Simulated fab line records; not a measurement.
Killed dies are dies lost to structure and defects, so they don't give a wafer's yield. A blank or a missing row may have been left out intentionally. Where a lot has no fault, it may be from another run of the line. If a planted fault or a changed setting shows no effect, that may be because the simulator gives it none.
fab line records	flow n5-finfet
[record] lots = 7	wafers = 39
route steps=1938 shown ZERO_LAYER@11 FIN_SAQP@102 SD_EPI_N@278 GATE_CUT@490 BEOL_M2@857 BEOL_M6@1194
start-h: hours from the record's opening day to when the first of the lot's shown wafers began	wait-h: hours elapsed since this lot's preceding step	" as in the row above	L1.1+2: one row covering several wafers at once	- either no value or no given start	* or withheld: withheld	< > ~ a bound
route shown NAME@n: names a module that has steps shown in the file, with the first one's number in the route	usual: mean/standard deviation of fault-free wafers	same: alike in all rows	chamber/n: place in a boat	sites: the reading at each site	_std_site: how widely they spread, as a standard deviation	_edge_site: mean of outer sites minus mean of inner sites	radius-mm: how far each site lies from the wafer's centre	mask NAME#n: copy n	behind: the tool/chamber that last shaped the wafer	hold: cause of the lot's hold/its duration in hours/its outcome	device: which transistor (n, p or np) failed to switch	end of line: the same wafers' tests at the end of the route	a step without rows: its recipe alone	killed: dies that structure and defects cost at the first sort, which is not the same as the wafer's yield	map: the dies of a wafer, with x for killed, . for not killed, _ for no die there
set.NAME: the setting the step ran with; set.NAME@STEP: the setting that earlier step ran with	model.NAME: the simulator's own value behind a step, which no gauge read
lots with deliberately changed settings; one table per step, one row per wafer
[[steps]]
[step N5_ZERO_LAYER_DEVELOP_10]
[recipe] develop-time-s = 60	rinse-liquid = diw	dry = air-spin	dev-temp-c = 21
lot.wafer	tool	chamber	start-h	wait-h	set.develop-time-s
L074.1+2+6	litho-track-05	0	-	-	75.57
L074.3+4+5	"	0	"	"	60
L079.1+5+6	litho-track-05	0	-	-	60
L079.2+3+4	"	0	"	"	31.68
L081.1+2+3	litho-track-02	0	-	-	88.07
L081.4+5+6	"	0	"	"	60
L082.1+2+6	litho-track-01	0	-	-	60
L082.3+4+5	"	0	"	"	75.47
L083.2+3+4	litho-track-01	0	-	-	60
L093.1+5+6	litho-track-02	0	-	-	60
L093.2+3+4	"	0	"	"	39.66
L095.1+2+3	litho-track-01	0	-	-	30.27
L095.4+5+6	"	0	"	"	60
[step N5_ZERO_LAYER_HARDBAKE_23]
[recipe] temp-c = 130	time-s = 120
[step N5_ZERO_LAYER_CD_MEAS_11]
[recipe] target-cd-nm = 2000	landing-energy-ev = 500	detector = se-inlens
[usual] cd-nm = 2000.2/2.7
lot.wafer	tool	chamber	start-h	wait-h	set.develop-time-s@ZERO_LAYER_DEVELOP_10	cd-nm
L074.1	cd-sem-01	0	12.66	-	75.57	2000.9
L074.2	"	0	"	"	75.57	2004.7
L074.3	"	0	"	"	60	1997.3
L074.4	"	0	"	"	60	1997.2
L074.5	"	0	"	"	60	1995.3
L074.6	"	0	"	"	75.57	2005.6
L079.1	cd-sem-02	0	42.79	-	60	1999.1
L079.2	"	0	"	"	31.68	1983.7
L079.3	"	0	"	"	31.68	1988.2
L079.4	"	0	"	"	31.68	1983.8
L079.5	"	0	"	"	60	1998.0
L079.6	"	0	"	"	60	1998.0
L081.1	cd-sem-01	0	54.77	-	88.07	2012.1
L081.2	"	0	"	"	88.07	2011.2
L081.3	"	0	"	"	88.07	2007.9
L081.4	"	0	"	"	60	2001.1
L081.5	"	0	"	"	60	1999.1
L081.6	"	0	"	"	60	2004.6
L082.1	cd-sem-02	0	60.64	-	60	1998.0
L082.2	"	0	"	"	60	1996.5
L082.3	"	0	"	"	75.47	2003.6
L082.4	"	0	"	"	75.47	2001.9
L082.5	"	0	"	"	75.47	2002.7
L082.6	"	0	"	"	60	1999.3
L083.2	cd-sem-03	0	66.79	-	60	1998.8
L083.3	"	0	"	"	60	1998.3
L083.4	"	0	"	"	60	1999.1
L093.1	cd-sem-02	0	126.64	-	60	1999.7
L093.2	"	0	"	"	39.66	1995.3
L093.3	"	0	"	"	39.66	1995.0
L093.4	"	0	"	"	39.66	1992.5
L093.5	"	0	"	"	60	2004.0
L093.6	"	0	"	"	60	2004.0
L095.1	cd-sem-03	0	138.64	-	30.27	1983.2
L095.2	"	0	"	"	30.27	1982.7
L095.3	"	0	"	"	30.27	1984.9
L095.4	"	0	"	"	60	1995.3
L095.5	"	0	"	"	60	1999.0
L095.6	"	0	"	"	60	1999.0
[step N5_ZERO_LAYER_DESCUM_16]
[recipe] chemistry = O2	time-s = 7.9	source-power-w = 50	bias-power-w = 20	pressure-mtorr = 20	rf-frequency-hz = 2.712e+07	temp-c = 40	o2-flow-sccm = 225
lot.wafer	tool	chamber	start-h	wait-h	set.develop-time-s@ZERO_LAYER_DEVELOP_10	model.ZERO_LAYER.cd-nm
L074.1	rie-diel-06	2	12.99	0.3	75.57	2001
L074.2	"	0	"	"	75.57	2004
L074.3+4	"	1,3	"	"	60	1997
L074.5	"	2	"	"	60	1995
L074.6	"	3	"	"	75.57	2006
L079.1	rie-diel-06	1	43.29	0.5	60	-
L079.2+4	"	2,3	"	"	31.68	1984
L079.3	"	0	"	"	31.68	1988
L079.5+6	"	3,2	"	"	60	1998
L081.1	rie-diel-02	0	54.81	0.0	88.07	2012
L081.2	"	2	"	"	88.07	2011
L081.3	"	1	"	"	88.07	2008
L081.4	"	1	"	"	60	2001
L081.5	"	0	"	"	60	1999
L081.6	"	2	"	"	60	2004
L082.1	rie-diel-02	2	60.96	0.3	60	1998
L082.2	"	0	"	"	60	1996
L082.3	"	1	"	"	75.47	2004
L082.4+5	"	2,0	"	"	75.47	2002
L082.6	"	1	"	"	60	1999
L083.2+3	rie-diel-05	1,2	67.10	0.3	60	1998
L083.4	"	3	"	"	60	1999
L093.1	rie-diel-05	2	127.08	0.4	60	2000
L093.2+3	"	1,0	"	"	39.66	1995
L093.4	"	3	"	"	39.66	1992
L093.5+6	"	1,0	"	"	60	2004
L095.1	rie-diel-06	3	138.68	0.0	30.27	1983
L095.2	"	0	"	"	30.27	1982
L095.3	"	1	"	"	30.27	1984
L095.4	"	2	"	"	60	1996
L095.5+6	"	1,2	"	"	60	1999
[step N5_FIN_SAQP_HM_DEP_72]
[recipe] material = SiO2	target-thk-a = 120	temp-c = 400	precursor = SiH4/N2O	pressure-torr = 0.75	rf-w = 275	time-s = 7.2
lot.wafer	tool	chamber	start-h	wait-h	set.time-s	model.SiO2_of_FIN_SAQP_HM_DEP_72.thk-nm
L074.1	pecvd-02	1	22.88	0.0	7.2	11.88
L074.2	"	2	"	"	4.942	8.273
L074.3	"	0	"	"	4.942	7.861
L074.4	"	0	"	"	4.942	8.23
L074.5	"	2	"	"	7.2	12.19
L074.6	"	1	"	"	7.2	12.14
L079.1	pecvd-02	1	52.03	0.0	7.2	11.6
L079.2	"	0	"	"	7.2	11.4
L079.3	"	2	"	"	11.05	18
L079.4	"	2	"	"	11.05	18.59
L079.5	"	1	"	"	11.05	18.23
L079.6	"	0	"	"	7.2	11.67
L081.1	pecvd-01	0	64.47	0.0	7.2	11.51
L081.2	"	2	"	"	7.2	11.82
L081.3	"	1	"	"	7.2	11.52
L081.4	"	0	"	"	7.2	12.09
L081.5	"	2	"	"	7.2	11.86
L081.6	"	1	"	"	7.2	12.07
L082.1	pecvd-02	1	70.37	0.0	7.2	11.97
L082.2	"	2	"	"	3.222	5.467
L082.3	"	0	"	"	3.222	5.127
L082.4	"	2	"	"	3.222	5.516
L082.5	"	1	"	"	7.2	12.06
L082.6	"	0	"	"	7.2	12.01
L083.2	pecvd-02	2	76.02	0.0	7.2	11.89
L083.3	"	0	"	"	7.2	11.78
L083.4	"	2	"	"	7.2	12.12
L093.1	pecvd-02	1	135.98	0.0	7.2	11.88
L093.2	"	0	"	"	3.471	5.604
L093.3	"	2	"	"	7.2	12.28
L093.4	"	2	"	"	3.471	6.224
L093.5	"	0	"	"	3.471	5.632
L093.6	"	1	"	"	7.2	11.96
L095.1	pecvd-02	1	146.93	0.0	7.2	11.76
L095.2	"	2	"	"	8.325	13.89
L095.3	"	0	"	"	8.325	13.61
L095.4	"	2	"	"	7.2	12.16
L095.5	"	1	"	"	8.325	13.96
L095.6	"	0	"	"	7.2	11.74
[step N5_FIN_SAQP_COAT_49]
[recipe] resist = SOC	temp-c = 250	time-s = 60	spin-rpm = 1500	resist-thk-nm = 100
[step N5_FIN_SAQP_COAT_50]
[recipe] resist = SiARC	temp-c = 220	time-s = 60	spin-rpm = 1500	resist-thk-nm = 35
[step N5_FIN_SAQP_ETCH_52]
[recipe] chemistry = N2/H2	target = SOC	target-depth-a = 1000	overetch-a = 200	mask-material = SiARC	temp-c = 40	time-s = 150	ion-energy-ev = 200	pressure-mtorr = 30	source-w = 840	bias-w = 150	n2-flow-sccm = 200	h2-flow-sccm = 200	ends = end-point
[step N5_FIN_SAQP_STRIP_53]
[recipe] chemistry = N2/H2	temp-c = 40	n2-flow-sccm = 200	h2-flow-sccm = 200	rf-frequency-hz = 6e+07
[step N5_FIN_SAQP_HM_OPEN_73]
[recipe] chemistry = CHF3/O2	target = SiO2	stop-on = a-Si	target-depth-a = 120	over-etch-frac = 1.8	mask-material = SOC	time-s = 16.8	pressure-mtorr = 30	source-w = 650	bias-w = 170	Ar_flow_sccm = 200	CHF3_flow_sccm = 50	O2_flow_sccm = 5	ion-energy-ev = 200	ends = end-point
[usual] oes-product-au = 0.46/0.047
lot.wafer	tool	chamber	start-h	wait-h	set.time-s@FIN_SAQP_HM_DEP_72	oes-product-au	model.etch.depth-nm
L074.1	rie-diel-03	1	23.57	0.0	7.2	0.44	11.88
L074.2	"	3	"	"	4.942	0.41	8.273
L074.3	"	0	"	"	4.942	0.38	7.861
L074.4	"	2	"	"	4.942	0.44	8.23
L074.5	"	3	"	"	7.2	0.46	12.19
L074.6	"	2	"	"	7.2	0.49	12.14
L079.1	rie-diel-03	0	53.30	0.0	7.2	0.43	11.6
L079.2	"	1	"	"	7.2	0.43	11.4
L079.3	"	3	"	"	11.05	0.54	18
L079.4	"	2	"	"	11.05	0.60	18.59
L079.5	"	1	"	"	11.05	0.51	18.23
L079.6	"	2	"	"	7.2	0.49	11.67
L081.1	rie-diel-04	0	65.09	0.0	7.2	0.47	11.51
L081.2	"	3	"	"	7.2	0.43	11.82
L081.3	"	1	"	"	7.2	0.42	11.52
L081.4	"	2	"	"	7.2	0.45	12.09
L081.5	"	3	"	"	7.2	0.44	11.86
L081.6	"	0	"	"	7.2	0.48	12.07
L082.1	rie-diel-03	2	71.11	0.0	7.2	0.48	11.97
L082.2	"	1	"	"	3.222	0.34	5.467
L082.3	"	3	"	"	3.222	0.35	5.127
L082.4	"	0	"	"	3.222	0.34	5.516
L082.5	"	3	"	"	7.2	0.45	12.06
L082.6	"	0	"	"	7.2	0.43	12.01
L083.2	rie-diel-01	1	77.15	0.0	7.2	0.40	11.89
L083.3	"	0	"	"	7.2	0.45	11.78
L083.4	"	0	"	"	7.2	0.45	12.12
L093.1	rie-diel-04	0	136.76	0.0	7.2	0.46	11.88
L093.2	"	3	"	"	3.471	0.34	5.604
L093.3	"	1	"	"	7.2	0.42	12.28
L093.4	"	3	"	"	3.471	0.35	6.224
L093.5	"	1	"	"	3.471	0.33	5.632
L093.6	"	0	"	"	7.2	0.47	11.96
L095.1	rie-diel-03	2	147.73	0.0	7.2	0.47	11.76
L095.2	"	1	"	"	8.325	0.45	13.89
L095.3	"	0	"	"	8.325	0.44	13.61
L095.4	"	3	"	"	7.2	0.44	12.16
L095.5	"	3	"	"	8.325	0.46	13.96
L095.6	"	0	"	"	7.2	0.42	11.74
[step N5_SD_EPI_N_ETCH_45]
[recipe] chemistry = CH3F/O2	target = SiOCN	target-depth-a = 60	mask-material = SOC	ion-energy-ev = 60	bias-w = 29	pressure-mtorr = 15	source-w = 410	Ar_flow_sccm = 150	CH3F_flow_sccm = 30	O2_flow_sccm = 20
lot.wafer	tool	chamber	start-h	wait-h	set.target-depth-a	model.etch.depth-nm
L074.1	rie-diel-01	2	51.74	0.1	48.98	4.932
L074.2	"	0	"	"	60	5.884
L074.3	"	1	"	"	60	5.975
L074.4	"	3	"	"	48.98	4.841
L074.5	"	3	"	"	48.98	4.791
L074.6	"	0	"	"	60	5.926
L079.1	rie-diel-03	2	82.49	0.1	60	5.979
L079.2	"	3	"	"	60	5.846
L079.3	"	0	"	"	60	5.848
L079.4	"	1	"	"	32.16	3.138
L079.5	"	0	"	"	32.16	3.173
L079.6	"	3	"	"	32.16	3.123
L081.1	rie-diel-01	0	94.52	0.1	48.33	4.745
L081.2	"	3	"	"	60	6.166
L081.3	"	2	"	"	60	5.964
L081.4	"	3	"	"	60	6.242
L081.5	"	2	"	"	48.33	4.822
L081.6	"	0	"	"	48.33	4.76
L082.1	rie-diel-04	1	104.59	0.1	60	5.695
L082.2	"	2	"	"	88.1	8.642
L082.3	"	3	"	"	60	5.875
L082.4	"	2	"	"	88.1	8.603
L082.5	"	1	"	"	60	5.737
L082.6	"	3	"	"	88.1	8.755
L083.2	rie-diel-03	1	107.74	0.1	60	5.883
L083.3	"	0	"	"	60	5.874
L083.4	"	3	"	"	60	5.805
L093.1	rie-diel-01	1	166.25	0.1	60	6.122
L093.2	"	0	"	"	60	5.802
L093.3	"	3	"	"	47.87	4.898
L093.4	"	2	"	"	60	5.947
L093.5	"	2	"	"	47.87	4.686
L093.6	"	3	"	"	47.87	4.917
L095.1	rie-diel-04	0	175.76	0.1	60	5.853
L095.2	"	2	"	"	24.63	2.431
L095.3	"	3	"	"	60	5.95
L095.4	"	0	"	"	60	5.863
L095.5	"	2	"	"	24.63	2.416
L095.6	"	3	"	"	24.63	2.432
[step N5_GATE_CUT_DESCUM_18]
[recipe] chemistry = O2	time-s = 7	source-power-w = 50	bias-power-w = 20	pressure-mtorr = 20	rf-frequency-hz = 2.712e+07	temp-c = 40	resist = CAR-EUV	o2-flow-sccm = 225
lot.wafer	tool	chamber	start-h	wait-h	set.time-s	model.CAR-EUV_of_GATE_CUT_COAT_07.thk-nm	model.GATE_CUT.cd-nm
L074.1+5	rie-diel-05	1	86.59	0.0	7	26.4	20.2
L074.2	"	3	"	"	8.551	25.4	20.2
L074.3	"	0	"	"	7	26.2	20.4
L074.4+6	"	2	"	"	8.551	25.4	20.4
L079.1	rie-diel-02	1	119.18	0.0	3.629	27.8	19.2
L079.2+5	"	3,2	"	"	7	26	19.6
L079.3+6	"	2,1	"	"	3.629	27.6	19.2
L079.4	"	0	"	"	7	26	19.8
L081.1	rie-diel-05	0	129.99	0.0	7	26.2	20.2
L081.2	"	1	"	"	7	26	20.2
L081.3	"	2	"	"	3.504	27.8	19.4
L081.4	"	3	"	"	3.504	27.8	19.2
L081.5	"	3	"	"	7	25.8	19.8
L081.6	"	0	"	"	3.504	27.8	19.6
L082.1+4	rie-diel-06	2,0	140.10	0.2	7	26	19.8
L082.2	"	1	"	"	7	26	19.6
L082.3	"	3	"	"	4.671	27.2	19.2
L082.5	"	0	"	"	4.671	27	19.4
L082.6	"	3	"	"	4.671	27.2	19.6
L083.2	rie-diel-02	2	142.24	0.0	7	26.2	20.2
L083.3	"	1	"	"	7	26	20
L083.4	"	0	"	"	7	26.2	20
L093.1	rie-diel-02	2	202.00	0.4	7	26.2	20.4
L093.2+4	"	3	"	"	9.451	24.8	20.4
L093.3	"	1	"	"	7	26	20.4
L093.5	"	1	"	"	7	26	20.2
L093.6	"	2	"	"	9.451	24.8	20.8
L095.1+2	rie-diel-06	0,2	211.41	0.2	7	26	19.8
L095.3+4	"	1	"	"	11.08	24	20.4
L095.5	"	2	"	"	7	26	19.6
L095.6	"	0	"	"	11.08	24	20.6
[step N5_GATE_CUT_ETCH_28]
[recipe] chemistry = N2/H2	target = underlayer	target-depth-a = 130	mask-material = CAR-EUV	time-s = 10.4	ion-energy-ev = 200	pressure-mtorr = 30	source-w = 840	bias-w = 150	n2-flow-sccm = 200	h2-flow-sccm = 200	ends = cleared
lot.wafer	tool	chamber	start-h	wait-h	set.time-s@GATE_CUT_DESCUM_18	model.CAR-EUV_of_GATE_CUT_COAT_07.thk-nm
L074.1+3	rie-diel-05	1,0	86.63	0.0	7	14.8
L074.2	"	3	"	"	8.551	14
L074.4+6	"	2	"	"	8.551	13.8
L074.5	"	1	"	"	7	15
L079.1+3	rie-diel-02	1,2	119.22	0.0	3.629	16.4
L079.2+4+5	"	3,0,2	"	"	7	14.6
L079.6	"	1	"	"	3.629	16.2
L081.1+2	rie-diel-05	0,1	130.02	0.0	7	14.6
L081.3+4+6	"	2,3,0	"	"	3.504	16.2
L081.5	"	3	"	"	7	14.4
L082.1+2+4	rie-diel-06	2,1,0	140.13	0.0	7	14.6
L082.3+6	"	3	"	"	4.671	16
L082.5	"	0	"	"	4.671	15.8
L083.2	rie-diel-02	2	142.28	0.0	7	14.8
L083.3+4	"	1,0	"	"	7	14.6
L093.1	rie-diel-02	2	202.04	0.0	7	14.8
L093.2+4+6	"	3,3,2	"	"	9.451	13.4
L093.3+5	"	1	"	"	7	14.6
L095.1+2+5	rie-diel-06	0,2,2	211.45	0.0	7	14.6
L095.3+4	"	1	"	"	11.08	12.4
L095.6	"	0	"	"	11.08	12.6
[step N5_BEOL_M2_DESCUM_16]
[recipe] chemistry = O2	time-s = 7	source-power-w = 50	bias-power-w = 20	pressure-mtorr = 20	rf-frequency-hz = 2.712e+07	temp-c = 40	resist = CAR-EUV	o2-flow-sccm = 225
lot.wafer	tool	chamber	start-h	wait-h	set.time-s	model.CAR-EUV_of_BEOL_M2_COAT_05.thk-nm
L074.1+2+3+4+5+6	rie-diel-01	1,3,0,2,0,3	139.99	0.1	7	26.2
L079.1+4	rie-diel-03	1,0	172.86	0.1	7	26.2
L079.2+3	"	2,3	"	"	9.544	24.8
L079.5	"	0	"	"	7	26
L079.6	"	3	"	"	9.544	25
L081.1	rie-diel-04	3	193.01	0.1	9.928	24.8
L081.2+4	"	1,2	"	"	9.928	24.6
L081.3+5+6	"	0,1,0	"	"	7	26
L082.1	rie-diel-04	3	195.79	0.0	9.658	24.6
L082.2	"	2	"	"	9.658	24.8
L082.3+6	"	0,2	"	"	7	26
L082.4	"	1	"	"	7	26.2
L082.5	"	1	"	"	9.658	25
L083.2+3	rie-diel-01	0,1	202.38	0.0	7	26
L083.4	"	1	"	"	7	26.2
L093.1	rie-diel-01	3	250.57	0.1	5.862	26.8
L093.2	"	0	"	"	7	26
L093.3+5	"	2,0	"	"	7	26.2
L093.4+6	"	3,2	"	"	5.862	26.6
L095.1+2+3+4+5+6	rie-diel-03	2,0,3,2,3,0	261.63	0.0	7	26
[step N5_BEOL_M6_ILD_DEP_00]
[recipe] material = SiCOH_lowk	target-thk-a = 1797.5	temp-c = 300	precursor = DEMS/porogen	pressure-torr = 5	rf-w = 500	time-s = 33.4
lot.wafer	tool	chamber	start-h	wait-h	set.target-thk-a	model.SiCOH_lowk_of_BEOL_M6_ILD_DEP_00.thk-nm
L074.1	pecvd-02	1	221.47	0.0	2663	263.2
L074.2	"	0	"	"	2663	264.2
L074.3+6	"	2,1	"	"	1797.5	180.6
L074.4	"	2	"	"	2663	270.2
L074.5	"	0	"	"	1797.5	182
L079.1+5+6	pecvd-03	2,0,1	263.38	0.0	1797.5	181.6
L079.2	"	1	"	"	2266	224.6
L079.3	"	0	"	"	2266	225.6
L079.4	"	2	"	"	2266	228.6
L081.1	pecvd-03	0	283.61	0.0	1797.5	178.8
L081.2	"	1	"	"	841.7	81.2
L081.3	"	2	"	"	1797.5	179.4
L081.4	"	0	"	"	841.7	86.2
L081.5	"	1	"	"	1797.5	179.2
L081.6	"	2	"	"	841.7	85.6
L082.1	pecvd-03	1	288.04	0.0	1797.5	175
L082.2	"	0	"	"	1797.5	177.2
L082.3	"	1	"	"	1797.5	179.8
L082.4	"	0	"	"	2722	273.8
L082.5	"	0	"	"	2722	273.6
L082.6	"	1	"	"	2722	273.4
L083.2	pecvd-01	1	291.56	0.0	1797.5	178.2
L083.3	"	2	"	"	1797.5	179
L083.4	"	2	"	"	1797.5	182.4
L093.1	pecvd-01	0	352.37	0.0	1797.5	182.8
L093.2	"	1	"	"	1797.5	180.8
L093.3	"	2	"	"	1797.5	183
L093.4	"	2	"	"	1797.5	184.2
L093.5	"	1	"	"	1797.5	183.4
L093.6	"	0	"	"	1797.5	185
L095.1	pecvd-01	0	358.44	0.0	2839	283.8
L095.2	"	2	"	"	1797.5	180.8
L095.3	"	1	"	"	2839	282.2
L095.4	"	1	"	"	2839	283.2
L095.5	"	2	"	"	1797.5	184.6
L095.6	"	0	"	"	1797.5	181.8
[step N5_BEOL_M6_CURE_74]
[recipe] temp-c = 385	time-s = 240	ambient = He/Ar	material = SiCOH_lowk
lot.wafer	tool	chamber	start-h	wait-h	set.target-thk-a@BEOL_M6_ILD_DEP_00	model.SiCOH_lowk_of_BEOL_M6_ILD_DEP_00.thk-nm
L074.1	uv-cure-01	1	221.54	0.0	2663	228
L074.2	"	1	"	"	2663	228.8
L074.3+6	"	1	"	"	1797.5	155.8
L074.4	"	1	"	"	2663	234.2
L074.5	"	1	"	"	1797.5	157
L079.1+5+6	uv-cure-01	1	263.63	0.2	1797.5	156.6
L079.2	"	1	"	"	2266	194.2
L079.3	"	1	"	"	2266	195
L079.4	"	1	"	"	2266	197.8
L081.1	uv-cure-01	0	283.68	0.0	1797.5	154.2
L081.2	"	0	"	"	841.7	69.6
L081.3	"	0	"	"	1797.5	154.8
L081.4	"	0	"	"	841.7	74
L081.5	"	0	"	"	1797.5	154.6
L081.6	"	0	"	"	841.7	73.4
L082.1	uv-cure-01	2	288.13	0.1	1797.5	150.8
L082.2	"	2	"	"	1797.5	152.8
L082.3	"	2	"	"	1797.5	155
L082.4	"	2	"	"	2722	237.4
L082.5	"	2	"	"	2722	237.2
L082.6	"	2	"	"	2722	237
L083.2	uv-cure-02	2	291.71	0.1	1797.5	153.8
L083.3	"	2	"	"	1797.5	154.2
L083.4	"	2	"	"	1797.5	157.4
L093.1	uv-cure-02	2	352.43	0.0	1797.5	157.6
L093.2	"	2	"	"	1797.5	156
L093.3	"	2	"	"	1797.5	158
L093.4	"	2	"	"	1797.5	159
L093.5	"	2	"	"	1797.5	158.2
L093.6	"	2	"	"	1797.5	159.6
L095.1	uv-cure-02	0	358.51	0.0	2839	246.2
L095.2	"	0	"	"	1797.5	155.8
L095.3	"	0	"	"	2839	244.8
L095.4	"	0	"	"	2839	245.6
L095.5	"	0	"	"	1797.5	159.4
L095.6	"	0	"	"	1797.5	156.8
[step N5_BEOL_M6_THK_MEAS_01]
[recipe] reads = SiCOH_lowk_of_BEOL_M6_ILD_DEP_00
[usual] M6_ILD_THK = 155.6/2
lot.wafer	tool	chamber	start-h	wait-h	set.target-thk-a@BEOL_M6_ILD_DEP_00	M6_ILD_THK[nm]
L074.1	film-metro-02	-	222.05	0.4	2663	227.9
L074.2	"	-	"	"	2663	228.8
L074.3	"	-	"	"	1797.5	155.9
L074.4	"	-	"	"	2663	234.1
L074.5	"	-	"	"	1797.5	156.9
L074.6	"	-	"	"	1797.5	155.8
L079.1	film-metro-02	-	264.14	0.4	1797.5	156.8
L079.2	"	-	"	"	2266	194.3
L079.3	"	-	"	"	2266	195.2
L079.4	"	-	"	"	2266	197.7
L079.5	"	-	"	"	1797.5	156.8
L079.6	"	-	"	"	1797.5	156.6
L081.1	film-metro-01	-	284.67	0.8	1797.5	154.1
L081.2	"	-	"	"	841.7	69.7
L081.3	"	-	"	"	1797.5	154.5
L081.4	"	-	"	"	841.7	74.0
L081.5	"	-	"	"	1797.5	154.6
L081.6	"	-	"	"	841.7	73.5
L082.1	film-metro-02	-	289.12	0.8	1797.5	150.7
L082.2	"	-	"	"	1797.5	152.8
L082.3	"	-	"	"	1797.5	155.0
L082.4	"	-	"	"	2722	237.5
L082.5	"	-	"	"	2722	237.1
L082.6	"	-	"	"	2722	237.0
L083.2	film-metro-01	-	292.14	0.4	1797.5	153.6
L083.3	"	-	"	"	1797.5	154.2
L083.4	"	-	"	"	1797.5	157.4
L093.1	film-metro-02	-	352.95	0.4	1797.5	157.8
L093.2	"	-	"	"	1797.5	156.0
L093.3	"	-	"	"	1797.5	158.0
L093.4	"	-	"	"	1797.5	158.9
L093.5	"	-	"	"	1797.5	158.1
L093.6	"	-	"	"	1797.5	159.8
L095.1	film-metro-02	-	359.02	0.4	2839	246.1
L095.2	"	-	"	"	1797.5	156.0
L095.3	"	-	"	"	2839	244.8
L095.4	"	-	"	"	2839	245.5
L095.5	"	-	"	"	1797.5	159.3
L095.6	"	-	"	"	1797.5	156.7
[[key]]
[split] step = N5_ZERO_LAYER_DEVELOP_10	setting = develop-time-s	stated = 60	by = wafer
[response] step = N5_ZERO_LAYER_CD_MEAS_11	reading = cd-nm	change = +0.248	per = 1%	r = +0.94
[response] step = N5_ZERO_LAYER_DESCUM_16	reading = model.ZERO_LAYER.cd-nm	change = +0.247	per = 1%	r = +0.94
[split] step = N5_FIN_SAQP_HM_DEP_72	setting = time-s	stated = 7.2	by = wafer
[response] step = N5_FIN_SAQP_HM_DEP_72	reading = model.SiO2_of_FIN_SAQP_HM_DEP_72.thk-nm	change = +0.122	per = 1%	r = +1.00
[response] step = N5_FIN_SAQP_HM_OPEN_73	reading = oes-product-au	change = +0.00193	per = 1%	r = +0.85
[response] step = N5_FIN_SAQP_HM_OPEN_73	reading = model.etch.depth-nm	change = +0.122	per = 1%	r = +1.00
[split] step = N5_SD_EPI_N_ETCH_45	setting = target-depth-a	stated = 60	by = wafer
[response] step = N5_SD_EPI_N_ETCH_45	reading = model.etch.depth-nm	change = +0.0599	per = 1%	r = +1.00
[split] step = N5_GATE_CUT_DESCUM_18	setting = time-s	stated = 7	by = wafer
[response] step = N5_GATE_CUT_DESCUM_18	reading = model.CAR-EUV_of_GATE_CUT_COAT_07.thk-nm	change = -0.0353	per = 1%	r = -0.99
[response] step = N5_GATE_CUT_DESCUM_18	reading = model.GATE_CUT.cd-nm	change = +0.0107	per = 1%	r = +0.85
[response] step = N5_GATE_CUT_ETCH_28	reading = model.CAR-EUV_of_GATE_CUT_COAT_07.thk-nm	change = -0.0364	per = 1%	r = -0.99
[split] step = N5_BEOL_M2_DESCUM_16	setting = time-s	stated = 7	by = wafer
[response] step = N5_BEOL_M2_DESCUM_16	reading = model.CAR-EUV_of_BEOL_M2_COAT_05.thk-nm	change = -0.0332	per = 1%	r = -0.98
[split] step = N5_BEOL_M6_ILD_DEP_00	setting = target-thk-a	stated = 1797.5	by = wafer
[response] step = N5_BEOL_M6_ILD_DEP_00	reading = model.SiCOH_lowk_of_BEOL_M6_ILD_DEP_00.thk-nm	change = +1.78	per = 1%	r = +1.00
[response] step = N5_BEOL_M6_CURE_74	reading = model.SiCOH_lowk_of_BEOL_M6_ILD_DEP_00.thk-nm	change = +1.56	per = 1%	r = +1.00
[response] step = N5_BEOL_M6_THK_MEAS_01	reading = M6_ILD_THK	change = +1.55	per = 1%	r = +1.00
